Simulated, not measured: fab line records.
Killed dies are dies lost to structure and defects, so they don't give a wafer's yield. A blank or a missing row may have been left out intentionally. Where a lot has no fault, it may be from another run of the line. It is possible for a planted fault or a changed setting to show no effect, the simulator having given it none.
fab line records	flow n5_finfet
record lots=24	wafers=72	last_day=20
route steps=1938 shown BEOL_M0@718 BEOL_M1@789
lots that met no fault: from a run of the same line without faults
start_h: hours from the record's first day to the start of the lot's first wafer shown	wait_h: hours since the lot's step before	" unchanged from the row above	L1.1+2: a row that stands for several wafers	- no value present, or no start provided	* or withheld: withheld	< > ~ a bound
route shown NAME@n: names a module that has steps shown in the file, with the first one's number in the route	usual: mean/standard deviation taken from wafers without a fault	same: alike in all rows	chamber/n: place in a boat	sites: each site's reading	_std_site: the standard deviation of these	_edge_site: mean of outer sites minus mean of inner sites	radius_mm: how far each site lies from the wafer's centre	mask NAME#n: copy n	behind: the last tool/chamber to shape the wafer	hold: reason for holding the lot/hours on hold/outcome of the hold	device: transistor that didn't switch, given as n, p or np	end of line: at the end of the route, the tests of the same wafers	for a step that has no rows: nothing shown but its recipe	killed: the dies lost at the first sort to structure and to defects; this is not the yield of the wafer	map: a wafer's dies, x killed, . not, _ none there
set.NAME: setting as actually run; set.NAME@STEP: the setting as run at that earlier step	model.NAME: the simulator's own value behind a step, which no gauge read
one table for each step of the route and one row for each wafer, over a sample of lots
services: a tool's chamber out of use, with start hour (start_h, from the record's first day; less than 0 if before it), hours out, and reason
## steps
# step N5_BEOL_M0_STRIP_104
# recipe chemistry=N2/H2	power_w=450	temp_c=40	pressure_mtorr=20	rf_frequency_hz=6e+07	overash_fraction=0.3	bias_power_w=7	h2_frac=0.5	n2_flow_sccm=200	h2_flow_sccm=200
# usual drypump_motor_current_A=5.6/0.43	n2_flow_sccm=200.0/0.56	oes_product_au=0.75/0.056	power_w=449.9/1.3	rf_vpp_V=59.1/1.7	showerhead_plenum_p_Torr=2.52/0.098	throttle_valve_pct=23.6/0.32
lot.wafer	tool	chamber	start_h	wait_h	drypump_motor_current_A	n2_flow_sccm	oes_product_au	power_w	rf_hours_counter_h	rf_vpp_V	showerhead_plenum_p_Torr	throttle_valve_pct
L074.2	rie_diel-05	1	119.19	0.0	6.2	201.1	0.80	448.4	112	59.7	2.53	23.8
L074.3	"	0	"	"	5.2	200.8	0.75	449.5	166	59.4	2.43	23.7
L074.5	"	2	"	"	5.3	200.7	0.69	448.5	-	64.1	2.58	23.1
L075.3	rie_diel-05	1	121.33	0.0	6.2	200.4	0.81	448.5	113	60.0	2.53	23.8
L075.5	"	2	"	"	5.2	199.6	0.72	452.5	-	60.4	2.58	23.1
L075.6	"	1	"	"	6.1	199.6	0.81	448.6	-	58.2	2.52	23.8
L076.1	rie_diel-04	0	128.15	0.0	5.8	201.0	0.80	449.1	115	57.3	2.57	23.3
L076.4	"	1	"	"	6.2	200.7	0.72	450.1	162	62.8	2.43	23.7
L076.5	"	2	"	"	5.7	200.0	0.93	448.6	-	60.8	2.59	23.6
L077.1	rie_diel-01	2	137.79	0.0	5.1	199.3	0.72	450.1	193	55.8	2.55	24.4
L077.4	"	1	"	"	5.8	200.4	0.83	449.6	96	61.5	2.70	23.5
L077.5	"	2	"	"	5.1	199.6	0.72	449.8	-	62.2	2.55	24.3
L078.1	rie_diel-01	3	138.39	0.0	5.0	199.0	0.77	450.6	122	60.7	2.42	23.4
L078.3	"	0	"	"	6.2	200.1	0.69	451.1	220	59.8	2.59	23.6
L078.6	"	1	"	"	5.9	200.0	0.81	448.8	-	58.7	2.70	23.6
L079.1	rie_diel-05	3	145.58	0.0	5.4	199.6	0.69	449.7	218	60.5	2.37	23.3
L079.4	"	0	"	"	5.1	199.7	0.76	451.5	174	59.6	2.43	23.7
L079.6	"	3	"	"	5.5	199.3	0.68	449.4	-	57.6	2.37	23.3
L080.1	rie_diel-05	1	153.74	0.0	6.2	201.0	0.79	451.1	126	59.1	2.52	23.8
L080.3	"	2	"	"	5.3	199.0	0.72	450.7	209	60.4	2.58	23.1
L080.6	"	3	"	"	5.5	199.1	0.69	449.6	-	58.5	2.37	23.3
L081.2	rie_diel-01	0	163.53	0.0	6.3	200.5	0.69	449.5	228	61.4	2.59	23.7
L081.3	"	2	"	"	5.1	200.5	0.72	447.5	200	60.8	2.54	24.3
L081.4	"	1	"	"	5.8	199.9	0.80	449.2	104	58.8	2.69	23.5
L082.2	rie_diel-04	1	167.49	0.0	6.1	200.7	0.73	452.5	172	60.6	2.43	23.8
L082.4	"	2	"	"	5.6	200.9	0.93	450.8	25	58.9	2.58	23.6
L082.5	"	1	"	"	6.2	200.0	0.73	453.0	-	59.6	2.43	23.8
L083.2	rie_diel-01	1	175.69	0.0	5.8	200.8	0.81	450.3	107	62.2	2.69	23.5
L083.5	"	0	"	"	6.2	200.5	0.69	448.7	-	61.2	2.59	23.7
L083.6	"	3	"	"	5.1	200.4	0.77	449.9	-	57.0	2.41	23.4
L084.1	rie_diel-01	1	175.77	0.0	5.8	199.5	0.80	450.3	107	60.1	2.69	23.6
L084.4	"	0	"	"	6.2	199.1	0.69	450.4	-	58.4	2.59	23.7
L084.6	"	3	"	"	5.0	199.9	0.76	447.9	-	58.3	2.41	23.4
L085.1	rie_diel-04	3	181.63	0.0	5.5	200.7	0.76	449.1	146	60.2	2.42	23.4
L085.2	"	2	"	"	5.6	199.9	0.91	448.8	30	61.5	2.58	23.6
L085.4	"	0	"	"	5.8	199.7	0.80	451.4	130	59.2	2.56	23.4
L086.2	rie_diel-01	0	187.67	0.0	6.3	199.5	0.69	449.6	237	57.3	2.59	23.7
L086.4	"	0	"	"	6.3	201.1	0.69	452.0	-	62.6	2.59	23.6
L086.6	"	3	"	"	5.0	198.9	0.75	449.7	-	56.2	2.41	23.4
L087.1	rie_diel-01	0	194.91	0.0	6.2	199.8	0.68	447.5	239	58.2	2.58	23.7
L087.2	"	3	"	"	5.1	200.4	0.76	448.4	141	56.4	2.41	23.4
L087.4	"	1	"	"	5.8	200.2	0.80	449.6	115	60.1	2.69	23.6
L088.1	rie_diel-05	2	197.47	0.0	5.3	199.1	0.69	450.4	225	58.1	2.57	23.1
L088.2	"	0	"	"	5.1	200.0	0.74	451.3	193	59.3	2.42	23.8
L088.6	"	1	"	"	6.2	200.2	0.77	448.5	-	58.1	2.51	23.9
L089.1	rie_diel-05	1	208.55	0.0	6.2	199.9	0.78	449.0	144	56.7	2.51	23.9
L089.2	"	0	"	"	5.1	200.5	0.75	449.3	195	59.0	2.42	23.8
L089.6	"	1	"	"	6.2	199.6	0.77	450.1	-	57.4	2.51	23.9
L090.1	rie_diel-01	0	212.28	0.0	6.3	200.6	0.67	451.8	246	58.7	2.58	23.6
L090.3	"	3	"	"	5.1	200.3	0.75	449.1	147	58.5	2.41	23.4
L090.5	"	2	"	"	5.1	199.7	0.70	450.2	-	59.0	2.54	24.4
L091.1	rie_diel-05	2	216.81	0.0	5.3	200.6	0.71	450.2	230	61.7	2.57	23.1
L091.4	"	1	"	"	6.2	200.4	0.78	451.3	146	60.0	2.51	23.9
L091.5	"	3	"	"	5.5	201.5	0.67	450.0	-	59.1	2.36	23.3
L092.1	rie_diel-04	3	223.12	0.0	5.5	199.9	0.76	452.0	158	58.5	2.42	23.4
L092.3	"	0	"	"	5.8	199.6	0.78	448.4	142	60.2	2.56	23.4
L092.5	"	0	"	"	5.8	200.5	0.77	450.0	-	59.9	2.56	23.4
L093.3	rie_diel-01	3	232.53	0.0	5.1	200.6	0.76	451.7	155	57.1	2.40	23.4
L093.4	"	3	"	"	5.0	199.9	0.76	452.8	-	60.4	2.40	23.4
L093.6	"	1	"	"	5.8	199.5	0.79	450.6	-	55.3	2.68	23.6
L094.4	rie_diel-01	1	232.64	0.0	5.8	200.2	0.78	450.1	-	57.0	2.68	23.6
L094.5	"	3	"	"	5.1	199.3	0.75	448.1	-	59.2	2.40	23.4
L094.6	"	2	"	"	5.1	200.5	0.69	449.8	-	58.1	2.54	24.4
L095.2	rie_diel-05	2	245.37	0.0	5.3	200.0	0.70	449.2	239	58.4	2.57	23.1
L095.4	"	0	"	"	5.1	200.3	0.73	450.7	-	58.4	2.41	23.7
L095.5	"	2	"	"	5.3	199.7	0.69	449.8	-	60.0	2.57	23.2
L096.2	rie_diel-05	1	254.04	0.0	6.2	199.7	0.76	450.8	159	56.7	2.51	23.9
L096.3	"	2	"	"	5.3	200.6	0.69	448.7	243	60.9	2.56	23.1
L096.4	"	0	"	"	5.1	199.0	0.72	449.9	-	57.3	2.41	23.7
L097.1	rie_diel-04	1	260.65	0.0	6.1	199.5	0.70	451.3	202	56.9	2.42	23.8
L097.4	"	2	"	"	5.6	199.9	0.87	452.2	55	55.4	2.57	23.6
L097.6	"	0	"	"	5.8	200.0	0.77	448.7	-	58.9	2.55	23.4
# step N5_BEOL_M0_SURFACE_TREAT_137
# recipe gas=Ar	time_s=*	ion_energy_ev=*	ion_current_ma_cm2=0.5	pressure_mtorr=*	ar_flow_sccm=30
# usual throttle_valve_pct=*
lot.wafer	tool	chamber	start_h	wait_h	throttle_valve_pct
L074.2	pvd_sputter-03	-	120.84	0.4	*
L074.3	"	-	"	"	*
L074.5	"	-	"	"	*
L075.3	pvd_sputter-01	-	122.51	0.2	*
L075.5	"	-	"	"	*
L075.6	"	-	"	"	*
L076.1	pvd_sputter-01	-	129.65	0.1	*
L076.4	"	-	"	"	*
L076.5	"	-	"	"	*
L077.1	pvd_sputter-01	-	139.02	0.2	*
L077.4	"	-	"	"	*
L077.5	"	-	"	"	*
L078.1	pvd_sputter-03	-	140.04	0.1	*
L078.3	"	-	"	"	*
L078.6	"	-	"	"	*
L079.1	pvd_sputter-02	-	146.56	0.1	*
L079.4	"	-	"	"	*
L079.6	"	-	"	"	*
L081.2	pvd_sputter-01	-	166.85	0.1	*
L081.3	"	-	"	"	*
L081.4	"	-	"	"	*
L080.1	pvd_sputter-01	-	167.69	0.2	*
L080.3	"	-	"	"	*
L080.6	"	-	"	"	*
L082.2	pvd_sputter-01	-	169.85	1.3	*
L082.4	"	-	"	"	*
L082.5	"	-	"	"	*
L083.2	pvd_sputter-01	-	176.64	0.2	*
L083.5	"	-	"	"	*
L083.6	"	-	"	"	*
L084.1	pvd_sputter-02	-	177.18	0.3	*
L084.4	"	-	"	"	*
L084.6	"	-	"	"	*
L085.1	pvd_sputter-03	-	184.18	0.4	*
L085.2	"	-	"	"	*
L085.4	"	-	"	"	*
L086.2	pvd_sputter-01	-	189.15	0.2	*
L086.4	"	-	"	"	*
L086.6	"	-	"	"	*
L087.1	pvd_sputter-02	-	197.42	1.5	*
L087.2	"	-	"	"	*
L087.4	"	-	"	"	*
L088.1	pvd_sputter-03	-	198.92	0.4	*
L088.2	"	-	"	"	*
L088.6	"	-	"	"	*
L089.1	pvd_sputter-01	-	209.83	0.1	*
L089.2	"	-	"	"	*
L089.6	"	-	"	"	*
L090.1	pvd_sputter-01	-	213.93	0.2	*
L090.3	"	-	"	"	*
L090.5	"	-	"	"	*
L091.1	pvd_sputter-01	-	218.52	0.3	*
L091.4	"	-	"	"	*
L091.5	"	-	"	"	*
L092.1	pvd_sputter-01	-	224.23	0.1	*
L092.3	"	-	"	"	*
L092.5	"	-	"	"	*
L093.3	pvd_sputter-01	-	233.72	0.1	*
L093.4	"	-	"	"	*
L093.6	"	-	"	"	*
L094.4	pvd_sputter-01	-	233.86	0.1	*
L094.5	"	-	"	"	*
L094.6	"	-	"	"	*
L095.2	pvd_sputter-01	-	246.51	0.3	*
L095.4	"	-	"	"	*
L095.5	"	-	"	"	*
L096.2	pvd_sputter-03	-	255.57	0.3	*
L096.3	"	-	"	"	*
L096.4	"	-	"	"	*
L097.1	pvd_sputter-03	-	265.22	1.3	*
L097.4	"	-	"	"	*
L097.6	"	-	"	"	*
# step N5_BEOL_M0_INSPECT_127
# recipe inspect_instrument=darkfield	mode=post_dep
# usual raw_defect_count=68/22
lot.wafer	tool	chamber	start_h	wait_h	raw_defect_count
L074.2	defect_inspect-02	-	123.20	0.0	56
L074.3	"	-	"	"	32
L074.5	"	-	"	"	83
L075.3	defect_inspect-02	-	125.73	0.0	76
L075.5	"	-	"	"	62
L075.6	"	-	"	"	75
L076.1	defect_inspect-02	-	131.74	0.0	94
L076.4	"	-	"	"	131
L076.5	"	-	"	"	102
L077.1	defect_inspect-01	-	141.36	0.0	78
L077.4	"	-	"	"	55
L077.5	"	-	"	"	50
L078.1	defect_inspect-02	-	141.78	0.0	89
L078.3	"	-	"	"	75
L078.6	"	-	"	"	53
L079.1	defect_inspect-02	-	148.94	0.0	61
L079.4	"	-	"	"	57
L079.6	"	-	"	"	86
L081.2	defect_inspect-02	-	168.71	0.0	68
L081.3	"	-	"	"	74
L081.4	"	-	"	"	88
L080.1	defect_inspect-02	-	169.29	0.0	65
L080.3	"	-	"	"	75
L080.6	"	-	"	"	101
L082.2	defect_inspect-02	-	171.47	0.0	64
L082.4	"	-	"	"	72
L082.5	"	-	"	"	66
L083.2	defect_inspect-02	-	178.76	0.0	53
L083.5	"	-	"	"	20
L083.6	"	-	"	"	36
L084.1	defect_inspect-02	-	178.93	0.0	41
L084.4	"	-	"	"	42
L084.6	"	-	"	"	54
L085.1	defect_inspect-02	-	185.90	0.0	39
L085.2	"	-	"	"	45
L085.4	"	-	"	"	53
L086.2	defect_inspect-02	-	190.79	0.0	56
L086.4	"	-	"	"	62
L086.6	"	-	"	"	72
L087.1	defect_inspect-02	-	199.09	0.0	61
L087.2	"	-	"	"	50
L087.4	"	-	"	"	82
L088.1	defect_inspect-02	-	200.55	0.0	47
L088.2	"	-	"	"	49
L088.6	"	-	"	"	44
L089.1	defect_inspect-02	-	211.80	0.0	52
L089.2	"	-	"	"	47
L089.6	"	-	"	"	41
L090.1	defect_inspect-02	-	216.60	0.0	74
L090.3	"	-	"	"	83
L090.5	"	-	"	"	121
L091.1	defect_inspect-02	-	220.26	0.0	68
L091.4	"	-	"	"	70
L091.5	"	-	"	"	138
L092.1	defect_inspect-02	-	225.94	0.0	64
L092.3	"	-	"	"	82
L092.5	"	-	"	"	47
L093.3	defect_inspect-02	-	237.03	0.0	58
L093.4	"	-	"	"	45
L093.6	"	-	"	"	58
L094.4	defect_inspect-02	-	237.36	0.0	83
L094.5	"	-	"	"	73
L094.6	"	-	"	"	71
L095.2	defect_inspect-02	-	249.10	0.0	90
L095.4	"	-	"	"	76
L095.5	"	-	"	"	118
L096.2	defect_inspect-01	-	257.50	0.0	63
L096.3	"	-	"	"	36
L096.4	"	-	"	"	44
L097.1	defect_inspect-01	-	266.88	0.0	67
L097.4	"	-	"	"	61
L097.6	"	-	"	"	67
# step N5_BEOL_M1_DESCUM_33
# recipe chemistry=O2	time_s=7	source_power_w=50	bias_power_w=20	pressure_mtorr=20	rf_frequency_hz=2.712e+07	temp_c=40	resist=CAR-EUV	o2_flow_sccm=225
# usual drypump_motor_current_A=5.7/0.37	oes_product_au=0.79/0.08	rf_vpp_V=243.1/1.3	showerhead_plenum_p_Torr=2.09/0.077	throttle_valve_pct=20.47/0.18
lot.wafer	tool	chamber	start_h	wait_h	drypump_motor_current_A	oes_product_au	rf_hours_counter_h	rf_vpp_V	showerhead_plenum_p_Torr	throttle_valve_pct
L074.2	rie_diel-06	3	126.16	0.0	5.8	0.71	185	242.3	2.05	20.39
L074.3	"	0	"	"	5.5	0.99	4	242.4	2.09	20.27
L074.5	"	2	"	"	5.9	0.82	-	241.9	1.97	20.59
L075.3	rie_diel-06	1	129.58	0.1	5.4	0.87	51	244.3	2.12	20.37
L075.5	"	2	"	"	5.9	0.81	-	240.3	1.97	20.57
L075.6	"	3	"	"	5.8	0.71	-	242.8	2.05	20.39
L076.1	rie_diel-03	0	135.26	0.0	6.0	0.90	22	244.1	2.14	20.35
L076.4	"	1	"	"	6.5	0.79	140	242.3	2.13	20.64
L076.5	"	0	"	"	6.0	0.90	-	244.8	2.14	20.35
L077.1	rie_diel-03	3	144.16	0.0	4.9	0.75	166	245.4	2.17	20.72
L077.4	"	2	"	"	5.4	0.68	207	243.9	2.19	20.77
L077.5	"	2	"	"	5.4	0.68	-	244.1	2.19	20.76
L078.1	rie_diel-06	1	144.25	0.1	5.4	0.87	54	244.2	2.12	20.37
L078.3	"	0	"	"	5.5	0.97	8	243.4	2.09	20.30
L078.6	"	1	"	"	5.4	0.87	-	243.7	2.12	20.39
L079.1	rie_diel-06	3	151.38	0.0	5.8	0.71	191	242.1	2.05	20.39
L079.4	"	0	"	"	5.5	0.95	9	242.4	2.09	20.29
L079.6	"	0	"	"	5.5	0.96	-	243.2	2.09	20.28
L081.2	rie_diel-06	1	171.58	0.0	5.3	0.87	62	242.6	2.11	20.39
L081.3	"	2	"	"	5.9	0.80	102	242.4	1.96	20.59
L081.4	"	0	"	"	5.5	0.96	16	241.5	2.09	20.29
L080.1	rie_diel-03	3	172.24	0.0	4.9	0.75	174	243.6	2.17	20.75
L080.3	"	2	"	"	5.4	0.68	215	244.0	2.19	20.78
L080.6	"	0	"	"	6.0	0.89	-	244.8	2.14	20.37
L082.2	rie_diel-03	1	173.76	0.0	6.4	0.76	150	243.2	2.13	20.67
L082.4	"	0	"	"	6.0	0.88	-	244.3	2.14	20.37
L082.5	"	2	"	"	5.4	0.67	-	243.3	2.19	20.77
L083.2	rie_diel-06	0	180.66	0.0	5.5	0.94	18	242.7	2.09	20.30
L083.5	"	3	"	"	5.8	0.72	-	243.6	2.05	20.37
L083.6	"	0	"	"	5.5	0.95	-	242.0	2.09	20.31
L084.1	rie_diel-03	1	181.55	0.0	6.5	0.77	153	242.6	2.12	20.66
L084.4	"	0	"	"	6.0	0.88	34	243.6	2.14	20.37
L084.6	"	0	"	"	6.0	0.87	-	244.4	2.14	20.38
L085.1	rie_diel-02	1	189.54	0.0	5.4	0.86	66	245.1	2.20	20.14
L085.2	"	0	"	"	5.5	0.81	101	242.4	2.03	20.29
L085.4	"	2	"	"	5.5	0.74	179	243.1	2.09	20.49
L086.2	rie_diel-02	0	193.33	0.0	5.5	0.80	102	242.0	2.03	20.27
L086.4	"	1	"	"	5.4	0.86	66	245.2	2.20	20.15
L086.6	"	2	"	"	5.5	0.74	-	242.4	2.09	20.49
L087.1	rie_diel-03	2	203.29	0.1	5.4	0.67	224	243.6	2.19	20.79
L087.2	"	1	"	"	6.5	0.77	159	244.9	2.12	20.67
L087.4	"	2	"	"	5.4	0.67	-	245.2	2.19	20.78
L088.1	rie_diel-02	3	203.53	0.1	5.7	0.73	203	242.6	1.96	20.38
L088.2	"	0	"	"	5.5	0.81	106	241.9	2.02	20.29
L088.6	"	1	"	"	5.4	0.86	-	245.2	2.20	20.15
L089.1	rie_diel-03	0	214.57	0.0	6.0	0.87	43	243.9	2.13	20.39
L089.2	"	2	"	"	5.4	0.67	228	244.7	2.18	20.78
L089.6	"	1	"	"	6.4	0.76	-	242.9	2.12	20.67
L090.1	rie_diel-02	3	219.26	0.0	5.7	0.74	207	240.4	1.96	20.39
L090.3	"	1	"	"	5.4	0.85	74	245.1	2.20	20.17
L090.5	"	0	"	"	5.5	0.80	-	244.5	2.02	20.29
L091.1	rie_diel-02	2	224.94	0.0	5.5	0.73	188	244.0	2.09	20.50
L091.4	"	3	"	"	5.7	0.72	208	240.7	1.96	20.39
L091.5	"	3	"	"	5.7	0.73	-	240.9	1.96	20.39
L092.1	rie_diel-03	1	228.61	0.0	6.5	0.76	167	242.8	2.12	20.68
L092.3	"	2	"	"	5.4	0.68	232	244.8	2.18	20.79
L092.5	"	2	"	"	5.4	0.67	-	244.0	2.18	20.80
L093.3	rie_diel-06	1	241.82	0.0	5.4	0.84	79	242.9	2.11	20.42
L093.4	"	0	"	"	5.5	0.90	-	243.1	2.08	20.32
L093.6	"	1	"	"	5.4	0.84	-	242.4	2.11	20.40
L094.4	rie_diel-02	3	242.06	0.1	5.6	0.73	213	241.5	1.96	20.41
L094.5	"	3	"	"	5.6	0.73	-	242.8	1.96	20.38
L094.6	"	0	"	"	5.6	0.80	-	241.4	2.02	20.29
L095.2	rie_diel-02	2	252.14	0.0	5.5	0.72	197	241.8	2.09	20.50
L095.4	"	3	"	"	5.7	0.73	-	241.4	1.95	20.40
L095.5	"	2	"	"	5.5	0.72	-	243.5	2.09	20.51
L096.2	rie_diel-03	0	259.55	0.0	6.0	0.85	55	245.1	2.13	20.42
L096.3	"	3	"	"	4.9	0.73	190	244.8	2.16	20.76
L096.4	"	1	"	"	6.4	0.76	174	242.3	2.12	20.71
L097.1	rie_diel-02	1	269.36	0.0	5.4	0.83	91	244.4	2.20	20.20
L097.4	"	3	"	"	5.7	0.71	223	242.1	1.95	20.42
L097.6	"	3	"	"	5.7	0.72	-	242.3	1.95	20.41
# step N5_BEOL_M1_PRE_CLEAN_45
# recipe gas=H2/He	time_s=30	temp_c=250
# usual heater_power_w=325/22
lot.wafer	tool	chamber	start_h	wait_h	heater_power_w
L074.2	pvd_sputter-03	-	128.97	0.0	315
L074.3	"	-	"	"	362
L074.5	"	-	"	"	307
L075.3	pvd_sputter-01	-	142.61	0.0	300
L075.5	"	-	"	"	364
L075.6	"	-	"	"	302
L076.1	pvd_sputter-03	-	143.36	0.0	317
L076.4	"	-	"	"	327
L076.5	"	-	"	"	354
L077.1	pvd_sputter-02	-	146.13	0.0	316
L077.4	"	-	"	"	321
L077.5	"	-	"	"	293
L078.1	pvd_sputter-02	-	149.34	0.0	346
L078.3	"	-	"	"	313
L078.6	"	-	"	"	313
L079.1	pvd_sputter-02	-	153.03	0.0	285
L079.4	"	-	"	"	308
L079.6	"	-	"	"	285
L081.2	pvd_sputter-03	-	177.84	0.0	344
L081.3	"	-	"	"	314
L081.4	"	-	"	"	320
L080.1	pvd_sputter-02	-	184.38	0.0	289
L080.3	"	-	"	"	314
L080.6	"	-	"	"	318
L082.2	pvd_sputter-02	-	184.46	0.0	319
L082.4	"	-	"	"	346
L082.5	"	-	"	"	284
L083.2	pvd_sputter-02	-	184.76	0.0	282
L083.5	"	-	"	"	286
L083.6	"	-	"	"	357
L084.1	pvd_sputter-03	-	192.18	0.0	351
L084.4	"	-	"	"	322
L084.6	"	-	"	"	325
L085.1	pvd_sputter-03	-	194.96	0.0	361
L085.2	"	-	"	"	321
L085.4	"	-	"	"	302
L087.1	pvd_sputter-01	-	209.39	0.0	339
L087.2	"	-	"	"	367
L087.4	"	-	"	"	345
L088.1	pvd_sputter-03	-	209.39	0.0	313
L088.2	"	-	"	"	354
L088.6	"	-	"	"	324
L086.2	pvd_sputter-03	-	218.69	0.0	353
L086.4	"	-	"	"	315
L086.6	"	-	"	"	335
L089.1	pvd_sputter-02	-	227.15	0.0	291
L089.2	"	-	"	"	307
L089.6	"	-	"	"	288
L090.1	pvd_sputter-01	-	242.29	0.0	306
L090.3	"	-	"	"	345
L090.5	"	-	"	"	313
L091.1	pvd_sputter-01	-	242.37	0.0	342
L091.4	"	-	"	"	301
L091.5	"	-	"	"	368
L092.1	pvd_sputter-03	-	251.09	0.0	325
L092.3	"	-	"	"	318
L092.5	"	-	"	"	324
L093.3	pvd_sputter-02	-	262.64	0.0	295
L093.4	"	-	"	"	346
L093.6	"	-	"	"	320
L094.4	pvd_sputter-02	-	262.80	0.0	316
L094.5	"	-	"	"	284
L094.6	"	-	"	"	316
L096.2	pvd_sputter-03	-	273.74	0.0	361
L096.3	"	-	"	"	333
L096.4	"	-	"	"	332
L095.2	pvd_sputter-03	-	280.04	0.0	313
L095.4	"	-	"	"	312
L095.5	"	-	"	"	321
L097.1	pvd_sputter-02	-	288.91	0.0	315
L097.4	"	-	"	"	302
L097.6	"	-	"	"	345
# step N5_BEOL_M1_ALD_84
# recipe material=TaN	target_thk_a=*	temp_c=275	ald_precursor_family=PDMAT	ald_co_reactant=NH3	pressure_torr=3	carrier_flow_sccm=1500	pulse_time_s=2	purge_time_s=3	co_reactant_purge_time_s=2	co_reactant_pulse_time_s=3	ald_cycles=30	precursor_vessel_temp_c=75	precursor_vessel_pressure_torr=26.25	precursor_vessel_carrier_sccm=1000
# usual heater_power_w=426/30	precursor_vessel_carrier_sccm=1000.3/3
# same co_reactant_pulse_time_s=3
lot.wafer	tool	chamber	start_h	wait_h	heater_power_w	precursor_vessel_carrier_sccm	since_wet_clean_h
L074.2	ald_metal-01	1	129.04	0.1	463	998.3	2869
L074.3	"	2	"	"	400	1001.4	2869
L074.5	"	3	"	"	388	996.3	-
L075.3	ald_metal-02	0	142.80	0.2	427	999.4	5960
L075.5	"	3	"	"	416	993.4	-
L075.6	"	2	"	"	470	996.0	-
L076.1	ald_metal-02	2	143.44	0.1	469	1000.4	5960
L076.4	"	3	"	"	422	997.3	5960
L076.5	"	1	"	"	442	1006.0	-
L077.1	ald_metal-02	2	146.21	0.1	447	999.5	5963
L077.4	"	0	"	"	430	1000.2	5963
L077.5	"	2	"	"	454	996.3	-
L078.1	ald_metal-04	2	149.44	0.1	440	1003.5	1351
L078.3	"	0	"	"	349	1007.3	1351
L078.6	"	2	"	"	428	1003.9	-
L079.1	ald_metal-02	0	153.11	0.1	431	1001.9	5970
L079.4	"	1	"	"	422	998.6	5970
L079.6	"	1	"	"	425	997.8	-
L081.2	ald_metal-02	2	177.90	0.0	462	1004.5	5995
L081.3	"	0	"	"	440	1001.9	5995
L081.4	"	3	"	"	419	1000.2	5995
L080.1	ald_metal-01	2	184.44	0.0	412	1002.5	2924
L080.3	"	1	"	"	459	999.8	2924
L080.6	"	2	"	"	416	1002.2	-
L082.2	ald_metal-02	2	184.52	0.0	458	999.4	6001
L082.4	"	0	"	"	430	998.9	6001
L082.5	"	3	"	"	405	1000.7	-
L083.2	ald_metal-04	1	184.82	0.0	474	1001.5	1386
L083.5	"	0	"	"	356	1002.6	-
L083.6	"	1	"	"	464	1001.5	-
L084.1	ald_metal-02	1	192.24	0.0	437	1001.0	6009
L084.4	"	2	"	"	464	1000.0	6009
L084.6	"	0	"	"	429	997.4	-
L085.1	ald_metal-04	3	195.02	0.0	408	997.6	1396
L085.2	"	0	"	"	362	995.6	1396
L085.4	"	2	"	"	429	1000.2	1396
L087.1	ald_metal-02	2	209.47	0.1	461	1006.3	6026
L087.2	"	0	"	"	424	1005.9	6026
L087.4	"	3	"	"	412	999.1	6026
L088.1	ald_metal-04	0	209.51	0.1	349	997.4	1411
L088.2	"	2	"	"	425	998.8	1411
L088.6	"	1	"	"	480	1002.4	-
L086.2	ald_metal-04	0	218.76	0.0	351	1000.7	1420
L086.4	"	2	"	"	437	996.1	1420
L086.6	"	3	"	"	412	999.4	-
L089.1	ald_metal-02	1	227.21	0.0	446	997.8	6044
L089.2	"	0	"	"	434	1001.8	6044
L089.6	"	0	"	"	419	1004.9	-
L090.1	ald_metal-02	2	242.37	0.1	449	1004.0	6059
L090.3	"	3	"	"	411	996.0	6059
L090.5	"	0	"	"	439	1003.3	-
L091.1	ald_metal-04	1	242.43	0.0	458	1002.4	1444
L091.4	"	3	"	"	420	1002.8	1444
L091.5	"	2	"	"	428	1000.1	-
L092.1	ald_metal-01	2	251.17	0.1	410	1002.1	2991
L092.3	"	3	"	"	381	998.9	2991
L092.5	"	1	"	"	449	999.8	-
L093.3	ald_metal-01	3	262.70	0.0	383	1002.1	3002
L093.4	"	2	"	"	419	995.5	3002
L093.6	"	3	"	"	381	995.0	-
L094.4	ald_metal-02	3	262.86	0.0	406	995.5	6080
L094.5	"	2	"	"	454	999.3	-
L094.6	"	3	"	"	415	997.0	-
L096.2	ald_metal-01	1	273.81	0.0	461	1003.3	3014
L096.3	"	2	"	"	418	1001.0	3014
L096.4	"	0	"	"	441	1004.6	3014
L095.2	ald_metal-02	0	280.14	0.1	434	1004.8	6097
L095.4	"	3	"	"	421	998.2	6097
L095.5	"	0	"	"	431	1003.4	-
L097.1	ald_metal-02	2	288.97	0.0	453	1001.0	6106
L097.4	"	3	"	"	403	999.5	6106
L097.6	"	2	"	"	463	1006.4	-
## services
tool	chamber	start_h	hours	kind
pvd_sputter-03	-	99.50	1.7	repair
rie_diel-02	2	105.66	4.1	repair
rie_diel-02	0	109.46	16.2	repair
ald_metal-04	2	111.80	4.2	repair
rie_diel-02	3	114.40	6.5	repair
rie_diel-03	1	114.46	10.7	repair
rie_diel-03	3	139.89	3.5	repair
ald_metal-02	3	154.09	15.1	repair
pvd_sputter-01	-	155.50	4.5	repair
ald_metal-01	2	157.06	20.6	repair
rie_diel-02	2	162.48	6.6	repair
rie_diel-06	3	163.11	4.1	repair
rie_diel-01	2	171.91	16.9	repair
ald_metal-04	-	187.06	0.8	repair
rie_diel-04	2	196.85	3.7	repair
rie_diel-03	3	200.07	23.7	repair
ald_metal-01	-	200.19	1.3	repair
pvd_sputter-01	-	219.23	4.0	repair
rie_diel-03	2	220.43	3.6	repair
rie_diel-02	3	230.01	2.4	repair
ald_metal-01	1	242.96	2.0	repair
rie_diel-02	0	252.10	6.5	repair
rie_diel-04	0	268.44	10.6	repair
rie_diel-05	1	286.76	30.4	repair
## key
fault none
